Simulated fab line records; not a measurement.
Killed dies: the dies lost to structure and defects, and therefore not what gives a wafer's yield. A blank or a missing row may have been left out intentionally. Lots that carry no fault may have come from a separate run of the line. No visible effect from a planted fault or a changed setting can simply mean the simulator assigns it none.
What tool caused it? | flow nand-harc | 22 lots with 66 wafers sampled at 6 steps, on a route of 1302 steps

## WHAT THE GAUGES READ, wafer by wafer
The record holds no reading of a measuring or inspecting step that can be judged against a usual standard deviation.

## TOOL THAT RAN EACH LOT (tool first, then ch and the chambers of the sampled wafers, then the start)
lot  | NHARC_A_STAIRCASE_HM_OPEN_457                 | NHARC_A_STAIRCASE_STRIP_295                   | NHARC_A_STAIRCASE_HM_DEP_462  | NHARC_A_STAIRCASE_STRIP_316                   | NHARC_A_STAIRCASE_STRIP_476        | NHARC_A_STAIRCASE_STRIP_475
L074 | rie-diel-11 ch 0,1,3, day 17 02:59 or earlier | rie-diel-13 ch 0,1,2, day 17 02:59 or earlier | acl-dep-02 ch 0, day 17 02:59 | rie-diel-11 ch 0,2,3, day 17 09:34 or earlier | rie-diel-11 ch 0,2,3, day 17 09:34 | rie-diel-11 ch 0,1,3, no start
L076 | rie-diel-13 ch 0,2, day 17 06:37 or earlier   | rie-diel-11 ch 1,2,3, day 17 06:37 or earlier | acl-dep-03 ch 0, day 17 06:37 | rie-diel-13 ch 0,3, day 17 13:29 or earlier   | rie-diel-13 ch 2,3, day 17 13:29   | rie-diel-11 ch 0,2, no start
L075 | rie-diel-11 ch 0,1,2, day 17 11:19 or earlier | rie-diel-13 ch 0,1,2, day 17 11:19 or earlier | acl-dep-02 ch 0, day 17 11:19 | rie-diel-13 ch 0,2,3, day 17 18:36 or earlier | rie-diel-13 ch 0,1,2, day 17 18:36 | rie-diel-13 ch 0,2, day 19 16:04
L077 | rie-diel-11 ch 0,1,2, day 18 05:12 or earlier | rie-diel-13 ch 1,2,3, day 18 05:12 or earlier | acl-dep-02 ch 0, day 18 05:12 | rie-diel-09 ch 1,2,3, day 18 14:02 or earlier | rie-diel-11 ch 0,1,2, day 18 14:02 | rie-diel-13 ch 0,1,3, no start
L079 | rie-diel-11 ch 0,1,3, day 18 19:05 or earlier | rie-diel-11 ch 1,2,3, day 18 19:05 or earlier | acl-dep-01 ch 0, day 18 19:05 | rie-diel-13 ch 0,1,2, day 19 01:20 or earlier | rie-diel-11 ch 1,2,3, day 19 01:20 | rie-diel-09 ch 1,2,3, no start
L078 | rie-diel-09 ch 1,3, day 19 00:36 or earlier   | rie-diel-13 ch 1,2, day 19 00:36 or earlier   | acl-dep-03 ch 0, day 19 00:36 | rie-diel-13 ch 0,2, day 19 09:38 or earlier   | rie-diel-13 ch 0,1,2, day 19 09:38 | rie-diel-13 ch 2,3, no start
L080 | rie-diel-09 ch 1,2,3, day 19 13:40 or earlier | rie-diel-09 ch 0,1,3, day 19 13:40 or earlier | acl-dep-01 ch 0, day 19 13:40 | rie-diel-11 ch 1,2,3, day 19 20:20 or earlier | rie-diel-09 ch 2,3, day 19 20:20   | rie-diel-13 ch 1,2,3, no start
L081 | rie-diel-11 ch 0,2,3, day 20 07:22 or earlier | rie-diel-09 ch 0,1,3, day 20 07:22 or earlier | acl-dep-03 ch 0, day 20 07:22 | rie-diel-09 ch 0,1,3, day 20 14:20 or earlier | rie-diel-09 ch 0,1,2, day 20 14:20 | rie-diel-09 ch 1,2,3, day 22 16:04
L082 | rie-diel-11 ch 1,2, day 20 10:42 or earlier   | rie-diel-13 ch 1,3, day 20 10:42 or earlier   | acl-dep-01 ch 0, day 20 10:42 | rie-diel-11 ch 0,3, day 20 17:46 or earlier   | rie-diel-13 ch 0,2,3, day 20 17:46 | rie-diel-11 ch 1,2, no start
L084 | rie-diel-11 ch 0,1,2, day 20 20:04 or earlier | rie-diel-13 ch 0,1,2, day 20 20:04            | acl-dep-02 ch 0, day 20 21:47 | rie-diel-09 ch 0,2,3, day 21 04:41 or earlier | rie-diel-11 ch 0,2,3, day 21 04:41 | rie-diel-11 ch 0,1,3, no start
L085 | rie-diel-11 ch 0,1, day 21 05:42 or earlier   | rie-diel-13 ch 0,1, day 21 05:42 or earlier   | acl-dep-02 ch 0, day 21 05:42 | rie-diel-09 ch 0,2,3, day 21 13:20 or earlier | rie-diel-09 ch 0,1,2, day 21 13:20 | rie-diel-11 ch 0,2,3, no start
L086 | rie-diel-09 ch 1,2,3, day 21 13:01 or earlier | rie-diel-11 ch 1,2,3, day 21 13:01 or earlier | acl-dep-01 ch 0, day 21 13:01 | rie-diel-11 ch 1,2,3, day 21 20:35 or earlier | rie-diel-13 ch 1,2,3, day 21 20:35 | rie-diel-13 ch 0,1,2, no start
L088 | rie-diel-09 ch 0,1,3, day 22 13:25 or earlier | rie-diel-13 ch 0,2,3, day 22 13:25 or earlier | acl-dep-02 ch 0, day 22 13:25 | rie-diel-09 ch 0,1,2, day 22 20:05 or earlier | rie-diel-09 ch 0,1,2, day 22 20:05 | rie-diel-09 ch 1,2,3, no start
L089 | rie-diel-13 ch 0,3, day 22 15:16 or earlier   | rie-diel-09 ch 0,1,2, day 22 15:16 or earlier | acl-dep-02 ch 0, day 22 15:16 | rie-diel-09 ch 1,2,3, day 22 22:04 or earlier | rie-diel-11 ch 0,1, day 22 22:04   | rie-diel-09 ch 0,1,2, no start
L087 | rie-diel-09 ch 0,2, day 22 22:32 or earlier   | rie-diel-11 ch 0,1,3, day 22 22:32 or earlier | acl-dep-01 ch 0, day 22 22:32 | rie-diel-13 ch 0,2,3, day 23 05:23 or earlier | rie-diel-13 ch 0,1,2, day 23 05:23 | rie-diel-11 ch 0,2,3, no start
L091 | rie-diel-11 ch 1,2,3, day 23 23:01 or earlier | rie-diel-11 ch 0,2,3, day 23 23:01 or earlier | acl-dep-03 ch 0, day 23 23:01 | rie-diel-13 ch 0,2,3, day 24 05:48 or earlier | rie-diel-09 ch 0,2,3, day 24 05:48 | rie-diel-13 ch 0,1, no start
L092 | rie-diel-11 ch 0,2, day 24 03:01 or earlier   | rie-diel-13 ch 1,2, day 24 03:01 or earlier   | acl-dep-03 ch 0, day 24 03:01 | rie-diel-13 ch 1,2, day 24 09:35 or earlier   | rie-diel-09 ch 0,1, day 24 09:35   | rie-diel-13 ch 0,1,2, no start
L093 | rie-diel-13 ch 0,2,3, day 25 02:07 or earlier | rie-diel-13 ch 2,3, day 25 02:07 or earlier   | acl-dep-02 ch 0, day 25 02:07 | rie-diel-11 ch 0,1,3, day 25 08:22 or earlier | rie-diel-11 ch 2,3, day 25 08:22   | rie-diel-09 ch 1,2, no start
L097 | rie-diel-13 ch 1,2,3, day 25 23:13 or earlier | rie-diel-09 ch 1,2,3, day 25 23:13 or earlier | acl-dep-01 ch 0, day 25 23:13 | rie-diel-11 ch 0,1,2, day 26 06:26 or earlier | rie-diel-13 ch 0,2, day 26 06:26   | rie-diel-13 ch 0,1,2, no start
L096 | rie-diel-09 ch 0,2, day 26 01:38 or earlier   | rie-diel-13 ch 0,2,3, day 26 01:38 or earlier | acl-dep-03 ch 0, day 26 01:38 | rie-diel-13 ch 0,3, day 26 12:31 or earlier   | rie-diel-09 ch 0,1,2, day 26 12:31 | rie-diel-09 ch 0,2,3, no start
L095 | rie-diel-11 ch 1,2, day 26 03:29 or earlier   | rie-diel-13 ch 0,1,3, day 26 03:29 or earlier | acl-dep-03 ch 0, day 26 03:29 | rie-diel-13 ch 2,3, day 26 12:36 or earlier   | rie-diel-13 ch 1,2,3, day 26 12:36 | rie-diel-11 ch 1,2,3, no start
L094 | rie-diel-13 ch 1,2,3, day 26 10:20 or earlier | rie-diel-11 ch 1,2,3, day 26 10:20 or earlier | acl-dep-03 ch 0, day 26 10:20 | rie-diel-13 ch 0,1,2, day 26 17:43 or earlier | rie-diel-09 ch 0,1,2, day 26 17:43 | rie-diel-09 ch 0,2,3, no start
- NHARC_A_STAIRCASE_HM_OPEN_457: chemistry O2/COS.
- NHARC_A_STAIRCASE_STRIP_295: strips in O2.
- NHARC_A_STAIRCASE_HM_DEP_462: deposits aC, target thk 800 nm.
- NHARC_A_STAIRCASE_STRIP_316: strips in O2.
- NHARC_A_STAIRCASE_STRIP_476: strips in O2, time 20 s.
- NHARC_A_STAIRCASE_STRIP_475: strips in O2, time 20 s.

## WHAT THE TOOLS THEMSELVES READ (means of the sampled wafers that have a number; where no wafer has one, the mark that the record gives instead)
NHARC_A_STAIRCASE_HM_OPEN_457.
lot  | tool        | drypump-motor-current-A (A) | oes-product-au (a.u.) | rf-vpp-V (V) | showerhead-plenum-p-Torr (Torr) | throttle-valve-pct (%)
L074 | rie-diel-11 | 5.4                         | 0.994                 | 464.9        | 3.02                            | 28.336
L076 | rie-diel-13 | 5.8                         | 0.997                 | 467.1        | 3.13                            | 28.343
L075 | rie-diel-11 | 6.0                         | 1.006                 | 466.3        | 3.09                            | 28.327
L077 | rie-diel-11 | 6.0                         | 1.001                 | 466.1        | 3.08                            | 28.332
L079 | rie-diel-11 | 5.4                         | 0.992                 | 464.9        | 3.01                            | 28.332
L078 | rie-diel-09 | 5.5                         | 1.011                 | 467.0        | 3.11                            | 28.332
L080 | rie-diel-09 | 6.0                         | 1.006                 | 467.2        | 3.12                            | 28.329
L081 | rie-diel-11 | 5.5                         | 0.982                 | 465.7        | 3.04                            | 28.329
L082 | rie-diel-11 | 6.3                         | 0.994                 | 465.6        | 3.06                            | 28.334
L084 | rie-diel-11 | 6.0                         | 0.993                 | 466.1        | 3.08                            | 28.324
L085 | rie-diel-11 | 5.5                         | 0.993                 | 466.0        | 3.06                            | 28.335
L086 | rie-diel-09 | 6.0                         | 1.004                 | 466.7        | 3.11                            | 28.332
L088 | rie-diel-09 | 5.6                         | 1.009                 | 466.6        | 3.12                            | 28.327
L089 | rie-diel-13 | 5.5                         | 0.991                 | 467.8        | 3.13                            | 28.333
L087 | rie-diel-09 | 5.6                         | 1.005                 | 465.5        | 3.03                            | 28.313
L091 | rie-diel-11 | 5.9                         | 0.989                 | 464.9        | 3.01                            | 28.323
L092 | rie-diel-11 | 5.6                         | 0.992                 | 466.2        | 3.08                            | 28.334
L093 | rie-diel-13 | 5.8                         | 1.007                 | 467.8        | 3.14                            | 28.332
L097 | rie-diel-13 | 5.5                         | 1.009                 | 466.5        | 3.16                            | 28.334
L096 | rie-diel-09 | 6.1                         | 1.016                 | 464.6        | 3.01                            | 28.328
L095 | rie-diel-11 | 6.4                         | 1.010                 | 465.4        | 3.07                            | 28.325
L094 | rie-diel-13 | 5.6                         | 1.009                 | 469.2        | 3.16                            | 28.329

NHARC_A_STAIRCASE_STRIP_295.
lot  | tool        | drypump-motor-current-A (A) | oes-product-au (a.u.) | rf-vpp-V (V) | showerhead-plenum-p-Torr (Torr) | throttle-valve-pct (%)
L074 | rie-diel-13 | 5.7                         | 0.990                 | 57.1         | 3.56                            | 17.042
L076 | rie-diel-11 | 5.9                         | 1.000                 | 57.3         | 3.42                            | 17.032
L075 | rie-diel-13 | 5.6                         | 0.999                 | 58.1         | 3.56                            | 17.035
L077 | rie-diel-13 | 5.5                         | 1.007                 | 57.8         | 3.60                            | 17.039
L079 | rie-diel-11 | 5.9                         | 0.997                 | 57.6         | 3.42                            | 17.040
L078 | rie-diel-13 | 5.5                         | 0.999                 | 57.5         | 3.57                            | 17.037
L080 | rie-diel-09 | 5.6                         | 1.011                 | 57.6         | 3.53                            | 17.039
L081 | rie-diel-09 | 5.6                         | 1.006                 | 57.7         | 3.53                            | 17.036
L082 | rie-diel-13 | 5.2                         | 1.005                 | 58.1         | 3.61                            | 17.040
L084 | rie-diel-13 | 5.6                         | 1.003                 | 57.2         | 3.54                            | 17.029
L085 | rie-diel-13 | 5.2                         | 0.980                 | 58.6         | 3.54                            | 17.043
L086 | rie-diel-11 | 5.8                         | 0.991                 | 57.5         | 3.41                            | 17.032
L088 | rie-diel-13 | 5.8                         | 1.001                 | 57.6         | 3.56                            | 17.044
L089 | rie-diel-09 | 6.0                         | 1.017                 | 57.0         | 3.52                            | 17.028
L087 | rie-diel-11 | 5.4                         | 0.979                 | 57.2         | 3.39                            | 17.033
L091 | rie-diel-11 | 5.5                         | 0.997                 | 58.1         | 3.42                            | 17.033
L092 | rie-diel-13 | 5.4                         | 0.993                 | 58.4         | 3.55                            | 17.035
L093 | rie-diel-13 | 5.7                         | 1.007                 | 58.8         | 3.60                            | 17.042
L097 | rie-diel-09 | 6.0                         | 1.019                 | 57.9         | 3.49                            | 17.035
L096 | rie-diel-13 | 5.8                         | 0.999                 | 57.8         | 3.55                            | 17.043
L095 | rie-diel-13 | 5.3                         | 1.006                 | 58.5         | 3.54                            | 17.028
L094 | rie-diel-11 | 5.9                         | 1.006                 | 57.0         | 3.39                            | 17.036

NHARC_A_STAIRCASE_HM_DEP_462.
lot  | tool       | throttle-valve-pct (%)
L074 | acl-dep-02 | 35.005
L076 | acl-dep-03 | 35.002
L075 | acl-dep-02 | 34.996
L077 | acl-dep-02 | 35.003
L079 | acl-dep-01 | 34.996
L078 | acl-dep-03 | 34.987
L080 | acl-dep-01 | 34.994
L081 | acl-dep-03 | 35.006
L082 | acl-dep-01 | 34.998
L084 | acl-dep-02 | 35.007
L085 | acl-dep-02 | 35.001
L086 | acl-dep-01 | 34.992
L088 | acl-dep-02 | 34.999
L089 | acl-dep-02 | 34.998
L087 | acl-dep-01 | 35.005
L091 | acl-dep-03 | 34.994
L092 | acl-dep-03 | 35.012
L093 | acl-dep-02 | 35.003
L097 | acl-dep-01 | 35.005
L096 | acl-dep-03 | 34.990
L095 | acl-dep-03 | 35.002
L094 | acl-dep-03 | 34.994

NHARC_A_STAIRCASE_STRIP_316.
lot  | tool        | drypump-motor-current-A (A) | oes-product-au (a.u.) | rf-vpp-V (V) | showerhead-plenum-p-Torr (Torr) | throttle-valve-pct (%)
L074 | rie-diel-11 | 5.5                         | 0.995                 | 57.0         | 3.44                            | 17.045
L076 | rie-diel-13 | 5.5                         | 1.008                 | 57.2         | 3.55                            | 17.032
L075 | rie-diel-13 | 5.7                         | 1.004                 | 57.6         | 3.58                            | 17.033
L077 | rie-diel-09 | 6.0                         | 0.999                 | 57.0         | 3.52                            | 17.038
L079 | rie-diel-13 | 5.6                         | 0.999                 | 58.1         | 3.55                            | 17.036
L078 | rie-diel-13 | 6.1                         | 1.002                 | 58.3         | 3.55                            | 17.043
L080 | rie-diel-11 | 5.8                         | 0.994                 | 57.4         | 3.42                            | 17.035
L081 | rie-diel-09 | 5.6                         | 1.003                 | 56.8         | 3.53                            | 17.046
L082 | rie-diel-11 | 5.0                         | 0.989                 | 57.2         | 3.42                            | 17.041
L084 | rie-diel-09 | 5.6                         | 1.008                 | 57.2         | 3.42                            | 17.035
L085 | rie-diel-09 | 5.6                         | 1.008                 | 57.0         | 3.42                            | 17.044
L086 | rie-diel-11 | 5.9                         | 0.991                 | 57.0         | 3.41                            | 17.034
L088 | rie-diel-09 | 6.1                         | 1.005                 | 57.8         | 3.52                            | 17.031
L089 | rie-diel-09 | 6.0                         | 1.012                 | 58.4         | 3.51                            | 17.031
L087 | rie-diel-13 | 5.7                         | 1.000                 | 58.0         | 3.56                            | 17.044
L091 | rie-diel-13 | 5.7                         | 0.998                 | 57.7         | 3.55                            | 17.034
L092 | rie-diel-13 | 5.4                         | 0.995                 | 57.8         | 3.55                            | 17.030
L093 | rie-diel-11 | 5.4                         | 0.992                 | 58.5         | 3.38                            | 17.048
L097 | rie-diel-11 | 6.0                         | 1.008                 | 57.6         | 3.45                            | 17.035
L096 | rie-diel-13 | 5.5                         | 0.999                 | 57.8         | 3.52                            | 17.025
L095 | rie-diel-13 | 5.7                         | 1.009                 | 58.3         | 3.59                            | 17.039
L094 | rie-diel-13 | 5.6                         | 0.994                 | 57.2         | 3.52                            | 17.038

NHARC_A_STAIRCASE_STRIP_476.
lot  | tool        | drypump-motor-current-A (A) | oes-product-au (a.u.) | rf-vpp-V (V) | showerhead-plenum-p-Torr (Torr) | throttle-valve-pct (%)
L074 | rie-diel-11 | 5.5                         | 0.997                 | 57.5         | 3.44                            | 17.039
L076 | rie-diel-13 | 6.0                         | 1.000                 | 57.7         | 3.60                            | 17.034
L075 | rie-diel-13 | 5.7                         | 0.995                 | 57.2         | 3.55                            | 17.036
L077 | rie-diel-11 | 6.0                         | 1.002                 | 56.7         | 3.48                            | 17.038
L079 | rie-diel-11 | 5.8                         | 0.996                 | 57.2         | 3.42                            | 17.034
L078 | rie-diel-13 | 5.6                         | 0.993                 | 57.5         | 3.55                            | 17.043
L080 | rie-diel-09 | 5.5                         | 1.000                 | 58.4         | 3.41                            | 17.028
L081 | rie-diel-09 | 6.1                         | 1.001                 | 57.7         | 3.53                            | 17.034
L082 | rie-diel-13 | 5.8                         | 1.001                 | 57.9         | 3.56                            | 17.036
L084 | rie-diel-11 | 5.5                         | 1.004                 | 58.9         | 3.43                            | 17.031
L085 | rie-diel-09 | 6.1                         | 1.008                 | 57.9         | 3.52                            | 17.042
L086 | rie-diel-13 | 5.5                         | 1.002                 | 57.5         | 3.58                            | 17.035
L088 | rie-diel-09 | 6.0                         | 1.020                 | 58.4         | 3.52                            | 17.034
L089 | rie-diel-11 | 5.6                         | 0.990                 | 57.3         | 3.45                            | 17.033
L087 | rie-diel-13 | 5.6                         | 0.997                 | 58.6         | 3.53                            | 17.043
L091 | rie-diel-09 | 5.6                         | 1.016                 | 57.9         | 3.41                            | 17.043
L092 | rie-diel-09 | 5.6                         | 1.017                 | 57.9         | 3.52                            | 17.043
L093 | rie-diel-11 | 5.4                         | 0.994                 | 57.7         | 3.35                            | 17.042
L097 | rie-diel-13 | 6.1                         | 1.005                 | 57.4         | 3.52                            | 17.046
L096 | rie-diel-09 | 6.1                         | 1.011                 | 58.7         | 3.50                            | 17.036
L095 | rie-diel-13 | 5.5                         | 0.992                 | 57.4         | 3.57                            | 17.036
L094 | rie-diel-09 | 6.1                         | 1.009                 | 57.7         | 3.50                            | 17.028

NHARC_A_STAIRCASE_STRIP_475.
lot  | tool        | drypump-motor-current-A (A) | oes-product-au (a.u.) | rf-vpp-V (V) | showerhead-plenum-p-Torr (Torr) | throttle-valve-pct (%)
L074 | rie-diel-11 | 5.4                         | 1.002                 | 56.8         | 3.41                            | 17.026
L076 | rie-diel-11 | 5.6                         | 0.997                 | 56.9         | 3.50                            | 17.038
L075 | rie-diel-13 | 5.8                         | 0.994                 | 57.8         | 3.52                            | 17.035
L077 | rie-diel-13 | 5.3                         | 1.002                 | 58.3         | 3.56                            | 17.034
L079 | rie-diel-09 | 6.0                         | 0.999                 | 57.2         | 3.51                            | 17.031
L078 | rie-diel-13 | 6.0                         | 1.014                 | 58.5         | 3.58                            | 17.038
L080 | rie-diel-13 | 5.6                         | 1.007                 | 57.8         | 3.58                            | 17.034
L081 | rie-diel-09 | 6.0                         | 1.012                 | 58.6         | 3.51                            | 17.034
L082 | rie-diel-11 | 6.4                         | 1.000                 | 57.6         | 3.44                            | 17.044
L084 | rie-diel-11 | 5.4                         | 0.990                 | 58.3         | 3.39                            | 17.036
L085 | rie-diel-11 | 5.5                         | 0.984                 | 57.6         | 3.42                            | 17.030
L086 | rie-diel-13 | 5.6                         | 0.990                 | 56.7         | 3.53                            | 17.040
L088 | rie-diel-09 | 6.0                         | 1.026                 | 57.2         | 3.49                            | 17.041
L089 | rie-diel-09 | 6.1                         | 1.013                 | 58.3         | 3.51                            | 17.042
L087 | rie-diel-11 | 5.5                         | 1.001                 | 57.8         | 3.41                            | 17.033
L091 | rie-diel-13 | 5.4                         | 0.996                 | 57.9         | 3.49                            | 17.037
L092 | rie-diel-13 | 5.6                         | 0.989                 | 58.4         | 3.52                            | 17.025
L093 | rie-diel-09 | 6.5                         | 1.007                 | 57.5         | 3.49                            | 17.042
L097 | rie-diel-13 | 5.6                         | 0.988                 | 57.9         | 3.51                            | 17.038
L096 | rie-diel-09 | 5.6                         | 1.001                 | 57.9         | 3.39                            | 17.030
L095 | rie-diel-11 | 5.9                         | 0.999                 | 57.5         | 3.56                            | 17.047
L094 | rie-diel-09 | 5.5                         | 1.010                 | 57.2         | 3.39                            | 17.036

## THE ANSWER, worked out from the rows above alone
Rule: the lots themselves supply what counts as usual. The widest of any qualifying gaps counts: lots, ordered by their means at a reading, are off when they make up no more than a third of the lots, leave a main group of 4 or more, and stand apart from it by 3 or more times the standard deviation of that group's means. A main group is skipped when, at the precision printed for the reading in the tables above, its means are all equal. A lot without any number at a reading at which 4 lots or more have one is off too. Where the step has rows for the other lots, those lots are counted as sound. After the gauges, taken in route order, come the tools' own readings; for these a lot's mean is taken, as printed above. At the first step where some lot is off, the reading lying furthest off is the one used; lots without a number count as furthest.
None of the lots is off at any reading shown; this tells nothing.

## WHAT THE SIMULATOR PUT IN
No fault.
